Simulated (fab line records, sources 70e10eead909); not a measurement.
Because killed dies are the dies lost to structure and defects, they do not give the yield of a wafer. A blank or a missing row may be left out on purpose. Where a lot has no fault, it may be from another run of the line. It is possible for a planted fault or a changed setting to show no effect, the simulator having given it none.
Matching of chambers | flow nand_harc | ald_hk-04 running NHARC_A_STAIRCASE_ALD_415: 4 sister chambers
The step deposits SiO2, target thk 30 nm, pulse time 6 s, ald cycles 300. 4 wafers are shown with their chamber, then 7 later ones without.

## EACH WAFER AND ITS CHAMBER
wafer  | chamber | heater_power_outer_w (W)
L082.6 | 2       | 315
L086.3 | 0       | 287
L089.2 | 3       | 262
L089.3 | 1       | 282

## WAFERS WITH NO CHAMBER GIVEN
wafer  | heater_power_outer_w (W)
L089.5 | 319
L088.2 | 280
L088.5 | 282
L088.6 | 285
L092.4 | 334
L092.5 | 264
L092.6 | 324

## THE CHAMBER EACH PASSED THROUGH
wafer  | from the rows above          | in truth
L089.5 | 2                            | 2
L088.2 | can't be placed: 1 or 0 or 3 | 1
L088.5 | can't be placed: 1 or 0      | 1
L088.6 | can't be placed: 0 or 1      | 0
L092.4 | 2                            | 2
L092.5 | can't be placed: 3 or 1      | 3
L092.6 | 2                            | 2
Correctly placed: 3 of 7. From these rows, 4 cannot be placed; in 4 the true chamber is one of the candidates. 0 placed wrongly.
How it was worked out, from the rows above alone: a wafer's distance from a chamber is the root of the sum, over the readings, of the square of ((its reading less the chamber's mean) divided by the reading's scatter). The wafer belongs to the nearest chamber; if the next one is less than 2 further off, it can't be placed. Each chamber's mean is taken over the wafers shown for it. The scatter: with one shown wafer a chamber, the root of the mean of the squares of how far each hidden wafer lies from its nearest shown one.
